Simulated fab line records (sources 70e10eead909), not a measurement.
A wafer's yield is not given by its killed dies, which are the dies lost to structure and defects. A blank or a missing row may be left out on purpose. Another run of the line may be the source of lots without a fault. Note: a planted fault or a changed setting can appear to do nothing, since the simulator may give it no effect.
Chamber matching | flow nand-harc | pecvd-04 running NHARC_A_STAIRCASE_DEP_322: 3 sister chambers
The step deposits SiO2, target thk 7200 nm. 6 wafers are shown with their chamber, then 10 later ones without.

## WAFERS PAIRED WITH THEIR CHAMBERS
wafer  | chamber | heater-power-outer-w (W) | heater-power-w (W)
L086.1 | 0       | 422                      | 735
L086.3 | 2       | 491                      | 845
L088.5 | 2       | 382                      | 709
L088.6 | 1       | 451                      | 732
L092.2 | 0       | 433                      | 758
L092.3 | 1       | 477                      | 740

## WAFERS WITH NO CHAMBER GIVEN
wafer  | heater-power-outer-w (W) | heater-power-w (W)
L092.5 | 457                      | 737
L093.2 | 527                      | 812
L093.4 | 390                      | 715
L093.5 | 348                      | 616
L095.3 | 375                      | 658
L095.4 | 459                      | 731
L095.6 | 345                      | 616
L097.1 | 433                      | 759
L097.4 | 370                      | 705
L097.5 | 440                      | 705

## THE CHAMBER EACH PASSED THROUGH
wafer  | from the rows above          | in truth
L092.5 | can't be placed: 1 or 0 or 2 | 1
L093.2 | can't be placed: 1 or 2 or 0 | 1
L093.4 | can't be placed: 0 or 2 or 1 | 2
L093.5 | can't be placed: 0 or 1 or 2 | 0
L095.3 | can't be placed: 0 or 1 or 2 | 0
L095.4 | can't be placed: 1 or 0 or 2 | 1
L095.6 | can't be placed: 0 or 1 or 2 | 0
L097.1 | can't be placed: 0 or 2 or 1 | 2
L097.4 | can't be placed: 0 or 2 or 1 | 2
L097.5 | can't be placed: 1 or 0 or 2 | 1
Correctly placed: 0 of 10. From these rows, 10 cannot be placed; in 10 the true chamber is one of the candidates. Placed wrongly: 0.
How it was worked out, from the rows above alone: a wafer's distance from a chamber is the root of the sum, over the readings, of the square of ((its reading less the chamber's mean) divided by the reading's scatter). The wafer belongs to the nearest chamber; if the next one is less than 2 further off, it can't be placed. The mean given for a chamber averages the wafers shown for that chamber. The scatter: take each reading less its chamber's mean, square it, sum over the shown wafers, divide by the number of wafers less the number of chambers, and take the root.
